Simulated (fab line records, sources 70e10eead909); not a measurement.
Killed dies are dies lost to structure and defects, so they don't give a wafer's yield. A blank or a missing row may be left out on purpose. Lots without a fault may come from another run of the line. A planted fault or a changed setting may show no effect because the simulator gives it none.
Chamber matching | flow nand_harc | NHARC_A_CONTACT_ETCH_106 on rie_diel-05: 4 sister chambers
The step etches the open film in CF4/O2, target depth 60 nm, overetch 6 nm, time 33 s. 27 wafers are shown with their chamber, then 12 later ones without.

WAFERS WITH THEIR CHAMBER
wafer  | chamber | drypump_motor_current_A (A) | rf_fwd_power_W (W) | throttle_valve_pct (%)
L074.1 | 1       | 6.1                         | 295.4              | 13.407
L074.3 | 3       | 5.0                         | 296.9              | 13.410
L074.5 | 0       | 5.8                         | 294.4              | 13.402
L077.1 | 2       | 4.7                         | 293.8              | 13.383
L077.5 | 1       | 6.1                         | 297.5              | 13.379
L077.6 | 0       | 5.8                         | 293.8              | 13.398
L079.1 | 2       | 4.7                         | 294.4              | 13.378
L079.2 | 0       | 5.8                         | 293.6              | 13.401
L079.3 | 1       | 6.1                         | 296.3              | 13.381
L083.3 | 3       | 5.0                         | 296.8              | 13.392
L083.4 | 0       | 5.8                         | 294.4              | 13.406
L083.6 | 3       | 5.0                         | 296.4              | 13.400
L082.3 | 3       | 5.0                         | 294.8              | 13.409
L082.4 | 1       | 6.1                         | 296.8              | 13.387
L082.6 | 1       | 6.1                         | 296.9              | 13.391
L086.1 | 1       | 6.1                         | 296.6              | 13.385
L086.4 | 3       | 5.0                         | 295.0              | 13.405
L086.6 | 3       | 5.0                         | 294.7              | 13.393
L085.2 | 3       | 5.0                         | 296.3              | 13.405
L085.4 | 1       | 6.0                         | 296.9              | 13.388
L085.6 | 1       | 6.0                         | 297.6              | 13.398
L089.1 | 2       | 4.7                         | 295.3              | 13.391
L089.2 | 1       | 6.1                         | 296.9              | 13.404
L089.4 | 3       | 5.0                         | 296.4              | 13.400
L093.1 | 1       | 6.0                         | 297.2              | 13.402
L093.2 | 0       | 5.8                         | 293.8              | 13.394
L093.3 | 3       | 5.0                         | 296.4              | 13.393

SIGNATURES (means of the wafers above)
reading                 | chamber 0 | chamber 1 | chamber 2 | chamber 3 | scatter within a chamber
drypump_motor_current_A | 5.800     | 6.070     | 4.700     | 5.000     | 0.0302
rf_fwd_power_W          | 294.000   | 296.810   | 294.500   | 295.967   | 0.704
throttle_valve_pct      | 13.40020  | 13.39220  | 13.38400  | 13.40078  | 0.00791
Rule: a wafer's distance from a chamber is the root of the sum, over the readings, of the square of ((its reading less the chamber's mean) divided by the reading's scatter). The wafer belongs to the nearest chamber; if the next one is less than 2 further off, it can't be placed. The scatter: the root of (the sum of the squares of (reading less its chamber's mean) over the shown wafers, divided by (wafers less chambers)).

WAFERS WITHOUT THEIR CHAMBER
wafer  | drypump_motor_current_A (A) | rf_fwd_power_W (W) | throttle_valve_pct (%)
L092.2 | 5.0                         | 296.0              | 13.377
L092.3 | 6.1                         | 297.4              | 13.384
L092.4 | 4.7                         | 293.7              | 13.398
L094.1 | 4.7                         | 295.9              | 13.393
L094.2 | 5.0                         | 298.1              | 13.417
L094.6 | 5.0                         | 295.8              | 13.400
L097.3 | 4.7                         | 295.5              | 13.389
L097.4 | 6.1                         | 296.2              | 13.377
L097.6 | 5.8                         | 294.2              | 13.402
L096.2 | 6.0                         | 298.2              | 13.388
L096.5 | 5.0                         | 296.6              | 13.390
L096.6 | 4.7                         | 295.3              | 13.392

WHICH CHAMBER EACH WENT THROUGH
wafer  | from the rows above | in truth
L092.2 | 3                   | 3
L092.3 | 1                   | 1
L092.4 | 2                   | 2
L094.1 | 2                   | 2
L094.2 | 3                   | 3
L094.6 | 3                   | 3
L097.3 | 2                   | 2
L097.4 | 1                   | 1
L097.6 | 0                   | 0
L096.2 | 1                   | 1
L096.5 | 3                   | 3
L096.6 | 2                   | 2
Placed correctly: 12 of 12. Can't be placed from these rows: 0. Placed wrongly: 0.
